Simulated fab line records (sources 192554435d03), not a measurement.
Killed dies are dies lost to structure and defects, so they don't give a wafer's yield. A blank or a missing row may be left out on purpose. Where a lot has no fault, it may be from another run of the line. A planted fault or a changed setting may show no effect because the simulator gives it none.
fab line records	flow n5-finfet
record lots=9	wafers=27	last-day=20
route steps=1938 shown ZERO_LAYER@17 WELL_APT@30 PMOS_HMC_CHANNEL_EPI@66 BEOL_M4@1111 PASSIVATION@1936
lots that met no fault: from a run of the same line without faults
start-h: the number of hours between the record's first day and the start of the first shown wafer of the lot	wait-h: time in hours since the lot's previous step	" same as the row above	L1.1+2: a single row standing in for several wafers	- either no value or no given start	* or withheld: withheld	< > ~ a bound
route shown NAME@n: NAME is a module with steps in the file, n the number in the route of the first one	usual: mean and standard deviation over wafers with no fault	same: alike in all rows	chamber/n: place in a boat	sites: the reading at each site	_std_site: the values' standard deviation	_edge_site: the outer-site mean with the inner-site mean subtracted	radius-mm: for every site, how far away it sits from the centre of the wafer	mask NAME#n: copy n	behind: the tool/chamber that last shaped the wafer	hold: why the lot went on hold/how many hours it stayed there/how the hold came to an end	device: which transistor (n, p or np) failed to switch	end of line: at the end of the route, the tests of the same wafers	step lacking rows: just its recipe	killed: dies lost to structure and defects at the first sort, not the wafer's yield	map: per-die view of a wafer (x killed, . not killed, _ where there is no die)
set.NAME: the setting the step ran with; set.NAME@STEP: the setting that earlier step ran with	model.NAME: the simulator's own value behind a step, which no gauge read
steps of the route over a sample of lots; a table a step, a row a wafer
services: a tool's chamber out of use, with start hour (start-h, from the record's first day; less than 0 if before it), hours out, and reason
## steps
# step N5_ZERO_LAYER_STRIP_24
# recipe chemistry=O2	power-w=1000	temp-c=250	overash-fraction=0.3	pressure-mtorr=1000	o2-flow-sccm=6750
# usual chamber-pressure-mTorr=1000.1/0.92	drypump-motor-current-A=5.85/0.061	heater-power-w=316/31	oes-product-au=0.648/0.0044	strip-time-to-endpoint-s=43.87/0.09
lot.wafer	tool	chamber	start-h	wait-h	chamber-pressure-mTorr	drypump-motor-current-A	heater-power-w	oes-product-au	rf-hours-counter-h	strip-time-to-endpoint-s
L556.3	plasma-asher-01	0	24.96	0.1	999.4	5.92	306	0.645	-	43.93
L556.4	"	1	"	"	999.3	5.89	353	0.651	-	43.83
L556.5	"	0	"	"	998.6	5.89	307	0.654	-	43.81
L558.1	plasma-asher-01	0	37.36	0.4	1000.3	5.89	313	0.645	30	43.83
L558.3	"	0	"	"	1000.1	5.88	318	0.646	-	43.72
L558.5	"	1	"	"	1000.6	5.89	358	0.649	-	43.86
L560.2	plasma-asher-01	1	49.08	0.1	1001.3	5.85	362	0.653	35	44.02
L560.4	"	1	"	"	999.9	5.82	338	0.642	-	43.97
L560.6	"	0	"	"	1000.4	5.97	317	0.650	-	43.84
L563.1	plasma-asher-01	0	67.02	0.1	1001.8	5.92	310	0.646	38	43.94
L563.2	"	1	"	"	1000.1	5.89	364	0.646	38	43.96
L563.6	"	1	"	"	998.5	5.87	366	0.649	-	44.07
L567.3	plasma-asher-02	1	91.35	0.1	1000.8	5.84	266	0.648	-	43.87
L567.4	"	0	"	"	1001.4	5.75	328	0.657	-	43.75
L567.5	"	1	"	"	1002.2	5.83	272	0.647	-	43.84
L568.3	plasma-asher-02	0	97.35	0.1	1001.1	5.80	317	0.651	-	43.89
L568.5	"	1	"	"	1001.2	5.82	265	0.649	-	43.96
L568.6	"	0	"	"	999.5	5.79	329	0.650	-	44.07
L573.3	plasma-asher-01	0	127.05	0.1	999.4	5.95	314	0.645	-	43.83
L573.5	"	1	"	"	999.3	5.83	352	0.653	-	43.94
L573.6	"	0	"	"	1000.4	5.94	304	0.646	-	43.89
L574.2	plasma-asher-01	1	133.03	0.1	1000.5	5.80	353	0.639	49	43.90
L574.3	"	0	"	"	999.1	5.95	317	0.651	-	43.99
L574.6	"	1	"	"	1000.6	5.81	358	0.645	-	43.94
L577.3	plasma-asher-01	0	151.04	0.1	1000.6	5.92	317	0.645	-	43.79
L577.5	"	0	"	"	999.4	5.91	304	0.654	-	43.75
L577.6	"	1	"	"	1000.8	5.84	361	0.645	-	43.84
# step N5_WELL_APT_INSPECT_10
# recipe mode=adi	inspect-instrument=macro
# usual raw-defect-count=2.0/1.5
lot.wafer	tool	chamber	start-h	wait-h	raw-defect-count
L556.3	defect-inspect-02	-	25.66	0.0	2
L556.4	"	-	"	"	0
L556.5	"	-	"	"	2
L558.1	defect-inspect-01	-	38.10	0.0	2
L558.3	"	-	"	"	4
L558.5	"	-	"	"	2
L560.2	defect-inspect-01	-	49.92	0.0	2
L560.4	"	-	"	"	1
L560.6	"	-	"	"	3
L563.1	defect-inspect-01	-	67.87	0.0	1
L563.2	"	-	"	"	2
L563.6	"	-	"	"	1
L567.3	defect-inspect-01	-	92.19	0.0	3
L567.4	"	-	"	"	3
L567.5	"	-	"	"	0
L568.3	defect-inspect-01	-	98.05	0.0	1
L568.5	"	-	"	"	2
L568.6	"	-	"	"	4
L573.3	defect-inspect-01	-	127.78	0.0	2
L573.5	"	-	"	"	1
L573.6	"	-	"	"	0
L574.2	defect-inspect-01	-	133.87	0.0	3
L574.3	"	-	"	"	2
L574.6	"	-	"	"	0
L577.3	defect-inspect-01	-	151.76	0.0	3
L577.5	"	-	"	"	2
L577.6	"	-	"	"	0
# step N5_PMOS_HMC_CHANNEL_EPI_OVL_MEAS_10
# recipe points-per-wafer=44
# usual PMOS_HMC_BLK_OVL=0.0/0.88
lot.wafer	tool	chamber	start-h	wait-h	PMOS_HMC_BLK_OVL[nm]
L556.3	overlay-01	0	29.07	0.0	-0.5
L556.4	"	0	"	"	-1.1
L556.5	"	0	"	"	0.0
L558.1	overlay-02	0	41.57	0.0	0.5
L558.3	"	0	"	"	-1.4
L558.5	"	0	"	"	-0.7
L560.2	overlay-01	0	53.20	0.0	0.7
L560.4	"	0	"	"	0.9
L560.6	"	0	"	"	0.9
L563.1	overlay-02	0	71.48	0.0	-0.6
L563.2	"	0	"	"	0.3
L563.6	"	0	"	"	-1.3
L567.3	overlay-02	0	95.46	0.0	-1.8
L567.4	"	0	"	"	-0.5
L567.5	"	0	"	"	-1.2
L568.3	overlay-02	0	101.88	0.0	-0.4
L568.5	"	0	"	"	0.4
L568.6	"	0	"	"	-0.6
L573.3	overlay-02	0	131.17	0.0	0.4
L573.5	"	0	"	"	0.3
L573.6	"	0	"	"	-0.1
L574.2	overlay-01	0	137.57	0.0	0.3
L574.3	"	0	"	"	-0.2
L574.6	"	0	"	"	0.2
L577.3	overlay-02	0	155.51	0.0	1.0
L577.5	"	0	"	"	0.6
L577.6	"	0	"	"	1.3
# step N5_PMOS_HMC_CHANNEL_EPI_FIN_RECESS_16
# recipe chemistry=HBr/Cl2	target=Si	mask-material=SiO2	target-depth-a=540	time-s=18	pressure-mtorr=10	icp-w=800	bias-w=75	HBr_flow_sccm=150	Cl2_flow_sccm=80
# usual chamber-pressure-mTorr=10.000/0.0088	drypump-motor-current-A=5.8/0.38	oes-product-au=0.998/0.017	rf-fwd-power-W=795.6/2.7	throttle-valve-pct=35.48/0.25
lot.wafer	tool	chamber	start-h	wait-h	chamber-pressure-mTorr	drypump-motor-current-A	oes-product-au	rf-fwd-power-W	rf-hours-counter-h	throttle-valve-pct
L556.3	rie-si-05	3	29.77	0.0	10.002	6.4	1.008	792.9	45	35.51
L556.4	"	0	"	"	9.997	6.5	1.002	798.4	147	35.58
L556.5	"	2	"	"	10.006	5.7	1.002	795.2	-	35.18
L558.1	rie-si-03	3	42.81	0.0	10.013	5.8	1.028	797.2	164	35.15
L558.3	"	0	"	"	10.014	6.3	1.016	791.9	62	35.25
L558.5	"	0	"	"	9.997	6.3	1.020	793.0	-	35.25
L560.2	rie-si-04	2	53.82	0.0	10.001	5.3	0.973	801.2	161	35.48
L560.4	"	3	"	"	9.998	5.8	1.026	794.0	122	35.37
L560.6	"	2	"	"	9.994	5.3	0.980	800.6	-	35.48
L563.1	rie-si-05	0	71.99	0.0	10.005	6.5	0.999	792.8	147	35.59
L563.2	"	2	"	"	10.002	5.7	0.998	792.2	26	35.19
L563.6	"	0	"	"	10.011	6.5	0.992	794.2	-	35.58
L567.3	rie-si-05	0	96.21	0.0	10.002	6.5	0.985	-	148	35.61
L567.4	"	3	"	"	10.000	6.3	0.995	-	46	35.54
L567.5	"	3	"	"	9.999	6.3	0.994	-	-	35.55
L568.3	rie-si-05	1	102.72	0.0	10.011	5.5	0.971	-	3	35.42
L568.5	"	0	"	"	10.009	6.5	1.001	-	-	35.58
L568.6	"	2	"	"	10.000	5.7	1.005	-	-	35.18
L573.3	rie-si-03	2	131.68	0.0	10.009	5.8	1.016	803.4	55	35.15
L573.5	"	0	"	"	10.008	6.4	1.010	797.5	-	35.26
L573.6	"	3	"	"	9.987	5.8	1.005	795.3	-	35.17
L574.2	rie-si-03	1	138.33	0.0	10.001	5.2	0.982	794.1	8	35.53
L574.3	"	2	"	"	10.006	5.8	1.011	801.7	55	35.15
L574.6	"	0	"	"	9.995	6.3	0.995	791.3	-	35.26
L577.3	rie-si-04	1	156.02	0.0	9.994	5.7	0.986	791.5	73	36.05
L577.5	"	1	"	"	9.991	5.7	0.999	796.0	-	36.05
L577.6	"	0	"	"	9.991	6.0	1.006	795.7	-	35.73
# step N5_PMOS_HMC_CHANNEL_EPI_THK_MEAS_22
# recipe reads=SiGe30_of_PMOS_HMC_CHANNEL_EPI_EPI_20
# usual HMC_CMP_THK=53.7/0.8
lot.wafer	tool	chamber	start-h	wait-h	HMC_CMP_THK[nm]
L556.3	film-metro-02	-	31.98	-	54.4
L556.4	"	-	"	"	54.5
L556.5	"	-	"	"	54.4
L558.1	film-metro-01	-	44.88	-	54.8
L558.3	"	-	"	"	54.3
L558.5	"	-	"	"	53.9
L560.2	film-metro-02	-	56.02	-	54.5
L560.4	"	-	"	"	55.3
L560.6	"	-	"	"	54.5
L563.1	film-metro-01	-	74.20	-	54.1
L563.2	"	-	"	"	53.7
L563.6	"	-	"	"	54.3
L567.3	film-metro-02	-	98.02	-	45.6
L567.4	"	-	"	"	45.5
L567.5	"	-	"	"	45.5
L568.3	film-metro-01	-	104.99	-	45.5
L568.5	"	-	"	"	46.4
L568.6	"	-	"	"	46.2
L573.3	film-metro-02	-	133.89	-	54.2
L573.5	"	-	"	"	53.7
L573.6	"	-	"	"	53.5
L574.2	film-metro-02	-	140.14	-	53.6
L574.3	"	-	"	"	54.1
L574.6	"	-	"	"	53.4
L577.3	film-metro-01	-	157.84	-	52.0
L577.5	"	-	"	"	52.2
L577.6	"	-	"	"	52.6
# step N5_BEOL_M4_RC_MEAS_101
# usual CJ_P=5.83/0.18	DIBL_N=36.3/1.6	DIBL_P=36.4/2.1	IOFF_N=0.16/0.032	IOFF_P=0.22/0.044	ION_N=675/12	ION_P=463/8.3	SS_N=71.6/0.64	SS_P=73.3/0.67	VT_N=250/3.3	VT_P=-250/3.7
lot.wafer	tool	chamber	start-h	wait-h	CJ_P	DIBL_N[mV/V]	DIBL_P[mV/V]	IOFF_N[nA/um]	IOFF_P[nA/um]	ION_N[uA/um]	ION_P[uA/um]	SS_N[mV/dec]	SS_P[mV/dec]	VT_N[mV]	VT_P[mV]
L556.3	prober-01	0	209.26	0.3	5.59	37.6	38.7	0.17	0.21	675	462	72.0	73.9	248	-250
L556.4	"	0	"	"	5.67	35.8	35.3	0.13	0.16	672	452	71.6	72.1	252	-256
L556.5	"	0	"	"	5.69	35.0	35.0	0.12	0.16	666	455	70.9	72.7	252	-255
L558.1	prober-01	0	218.98	0.0	5.75	36.7	36.5	0.17	0.22	675	470	71.0	73.9	248	-249
L558.3	"	0	"	"	5.74	36.5	36.4	0.16	0.20	664	455	71.4	72.9	251	-251
L558.5	"	0	"	"	5.89	37.5	37.5	0.18	0.22	682	469	72.1	74.1	248	-248
L560.2	prober-01	0	231.91	0.2	5.67	35.5	36.4	0.16	0.22	679	465	71.4	73.5	248	-251
L560.4	"	0	"	"	5.46	35.7	36.0	0.15	0.21	668	457	71.8	72.9	251	-248
L560.6	"	0	"	"	5.62	34.7	34.5	0.13	0.18	663	451	71.7	73.5	253	-250
L563.1	prober-02	0	257.00	0.0	5.76	35.4	35.7	0.15	0.18	665	457	71.2	72.8	251	-254
L563.2	"	0	"	"	5.85	37.9	38.7	0.21	0.23	697	468	71.7	74.1	246	-250
L563.6	"	0	"	"	5.82	36.7	37.3	0.18	0.20	674	454	71.2	73.0	249	-251
L567.3	prober-01	0	291.43	0.3	6.35	33.4	34.5	0.13	0.18	657	442	71.0	72.6	252	-250
L567.4	"	0	"	"	6.30	35.7	36.7	0.16	0.21	672	448	71.3	73.5	250	-250
L567.5	"	0	"	"	6.46	36.9	39.1	0.19	0.25	668	453	72.0	74.0	247	-248
L568.3	prober-02	0	300.57	0.3	6.35	35.9	34.5	0.14	0.18	661	442	72.3	73.1	251	-250
L568.5	"	0	"	"	6.32	38.0	38.0	0.19	0.23	675	456	71.3	73.3	246	-249
L568.6	"	0	"	"	6.37	36.0	35.3	0.15	0.19	661	448	71.9	73.3	251	-250
L573.3	prober-02	0	317.36	0.3	5.75	34.3	32.5	0.10	0.13	642	435	70.7	72.8	257	-258
L573.5	"	0	"	"	5.73	34.8	33.8	0.12	0.14	676	460	71.0	73.8	253	-256
L573.6	"	0	"	"	5.79	33.7	31.3	0.09	0.12	651	442	70.2	71.9	258	-259
L574.2	prober-01	0	321.76	0.2	5.68	34.4	34.3	0.15	0.21	678	465	71.0	72.0	246	-247
L574.3	"	0	"	"	5.81	35.5	36.6	0.17	0.25	699	479	72.3	73.0	247	-246
L574.6	"	0	"	"	5.74	38.4	40.4	0.24	0.32	690	468	72.9	74.0	243	-243
L577.3	prober-01	0	381.41	0.3	6.13	35.7	34.9	0.15	0.21	665	459	71.9	72.9	250	-250
L577.5	"	0	"	"	6.13	37.1	36.6	0.17	0.23	670	462	72.6	73.0	248	-248
L577.6	"	0	"	"	6.01	35.8	35.0	0.15	0.21	680	463	72.4	72.9	253	-251
# step N5_PASSIVATION_PROBE_49
# usual defect-limited-yield=91.4/1.2	killed_at_M0_to_M3=35/11	killed_at_M4_up=14/6	killed-at-contacts=12/6.7	killed-at-front-end=37/9.7	killed-at-other=3.5/2.5	killed-dies=102/15	killed-open=67/12	killed-short=33/7.3	sort_bin_5_function=5.1/0.81	sort_bin_6_memory=3.2/0.65	sort_bin_8_speed=0.00/0.021	sort-n-pass=1078/15	sort-yield-pct=91.4/1.2
# same gross-dies=1180	killed-at-back-side=0	sort_bin_4_leakage[%]=0
lot.wafer	tool	chamber	start-h	wait-h	defect-limited-yield[%]	killed_at_M0_to_M3	killed_at_M4_up	killed-at-contacts	killed-at-front-end	killed-at-other	killed-dies	killed-open	killed-short	sort_bin_5_function[%]	sort_bin_6_memory[%]	sort_bin_8_speed[%]	sort-n-pass	sort-yield-pct[%]
L567.3	prober-02	-	389.74	0.1	92.9	32	18	8	24	2	84	68	15	4.3	2.6	0.08	1095	92.8
# killed by level:class
L567.3 BEOL_M4:geometric-particle:open=13 BEOL_M1:geometric-particle:open=10 MOL_CONTACT_COAG:geometric-particle:open=8 BEOL_M0:geometric-particle:open=6 FIN_SAQP:geometric-particle:open=5 DUMMY_GATE:geometric-particle:open=5 BEOL_M3:geometric-particle:open=5 STARTING-WAFER:geometric-particle:open=5
## services
tool	chamber	start-h	hours	kind
rie-si-03	1	21.37	13.2	repair
rie-si-03	0	24.97	2.0	repair
rie-si-04	1	32.61	2.8	repair
plasma-asher-02	-	36.47	15.6	pm
rie-si-03	-	44.32	0.6	repair
rie-si-04	0	61.97	29.8	repair
rie-si-05	3	98.96	9.6	repair
plasma-asher-01	-	99.91	6.3	repair
## key
first-sign step=N5_PMOS_HMC_CHANNEL_EPI_THK_MEAS_22	reading=HMC_CMP_THK	direction=down	sigmas=9.9	usual=53.7	struck=45.8
effect step=N5_BEOL_M4_RC_MEAS_101	reading=CJ_P	direction=up	sigmas=3	usual=5.83	struck=6.36
effect step=N5_BEOL_M4_RC_MEAS_101	reading=ION_P	direction=down	sigmas=1.8	usual=463	struck=448
met-at N5_PMOS_HMC_CHANNEL_EPI_FIN_RECESS_16
struck-lots L567,L568
not-acting-at N5_ZERO_LAYER_STRIP_24,N5_WELL_APT_INSPECT_10,N5_PMOS_HMC_CHANNEL_EPI_OVL_MEAS_10
onset-between 71.99 96.21
fault kind=process-parameter-drift	tool=rie-si-05	chamber=-	onset-h=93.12	steps=N5_PMOS_HMC_CHANNEL_EPI_FIN_RECESS_16	channel=time-s	offset=*	shape=step	end-h=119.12	acts-in=*	stated=*
